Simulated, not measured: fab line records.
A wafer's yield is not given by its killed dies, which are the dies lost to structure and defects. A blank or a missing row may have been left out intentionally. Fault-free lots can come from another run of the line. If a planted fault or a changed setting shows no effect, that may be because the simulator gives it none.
Matching of chambers	flow n5Finfet	N5_BEOL_M6_CURE_75 on uvCure-02 has 3 sister chambers
The step cures SiCOH lowk, time 120 s. 42 wafers are shown with their chamber, then 12 later ones without.

WAFERS WITH THEIR CHAMBER
wafer	chamber	lampPowerPct (%)	wafer_temp_C_max
L076.2	0	52.29	372.5
L076.5	0	52.34	371.4
L076.6	0	52.28	372.1
L074.1	0	52.31	371.6
L074.2	0	52.28	371.5
L074.6	0	52.37	371.7
L074.3	0	52.27	372.5
L074.4	0	52.23	371.5
L074.5	0	52.32	371.2
L075.1	1	52.29	371.5
L075.4	1	52.20	372.2
L075.5	1	52.32	371.4
L077.2	2	52.33	371.8
L077.3	2	52.47	371.6
L077.6	2	52.35	371.9
L078.1	1	52.25	371.4
L078.4	1	52.29	371.6
L078.6	1	52.22	371.5
L080.1	0	52.26	371.7
L080.3	0	52.30	372.0
L080.6	0	52.33	371.6
L080.2	0	52.31	372.3
L080.4	0	52.35	373.0
L080.5	0	52.27	371.4
L082.1	2	52.38	371.7
L082.3	2	52.33	371.8
L082.6	2	52.31	372.1
L085.2	2	52.22	372.0
L085.3	2	52.30	371.4
L085.6	2	52.33	371.7
L084.1	1	52.27	371.3
L084.3	1	52.39	371.4
L084.5	1	52.29	371.9
L086.3	1	52.28	372.0
L086.5	1	52.25	371.2
L086.6	1	52.24	371.7
L087.1	0	52.27	371.9
L087.2	0	52.32	371.5
L087.6	0	52.24	372.0
L087.3	0	52.33	372.2
L087.4	0	52.33	371.7
L087.5	0	52.19	371.8

SIGNATURES, as means of the wafers listed above
reading	chamber 0	chamber 1	chamber 2	scatter within a chamber
lampPowerPct	52.2948	52.2742	52.3356	0.0508
wafer_temp_C_max	371.862	371.592	371.778	0.371
Rule: a wafer lies at a distance from a chamber equal to the root of the sum of squares, over the readings, of (its reading less the chamber's mean, divided by the reading's scatter). The wafer belongs to the nearest chamber; if the next one is less than 2 further off, it can't be placed. The scatter is the square root of a quotient: the sum, over the shown wafers, of each reading's squared deviation from its chamber's mean, divided by wafers minus chambers.

WAFERS WITHOUT THEIR CHAMBER
wafer	lampPowerPct (%)	wafer_temp_C_max
L092.3	52.19	371.6
L092.5	52.21	372.1
L092.6	52.37	371.5
L090.2	52.32	371.8
L090.3	52.36	371.6
L090.6	52.21	371.9
L093.1	52.21	371.2
L093.3	52.34	371.1
L093.6	52.33	371.7
L097.2	52.34	371.1
L097.3	52.36	371.8
L097.6	52.40	371.7

CHAMBER TAKEN BY EACH
wafer	from the rows above	in truth
L092.3	can't be placed: 1 or 0 or 2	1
L092.5	can't be placed: 0 or 1 or 2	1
L092.6	can't be placed: 2 or 0 or 1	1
L090.2	can't be placed: 2 or 0 or 1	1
L090.3	can't be placed: 2 or 0 or 1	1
L090.6	can't be placed: 1 or 0 or 2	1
L093.1	can't be placed: 1 or 0 or 2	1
L093.3	can't be placed: 2 or 1 or 0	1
L093.6	can't be placed: 2 or 0 or 1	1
L097.2	can't be placed: 2 or 1 or 0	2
L097.3	can't be placed: 2 or 0 or 1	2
L097.6	can't be placed: 2 or 0 or 1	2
Correct placement for 0 of the 12. Not placeable from these rows: 12 (in 12, the candidates include the true chamber). Wrongly placed: 0.
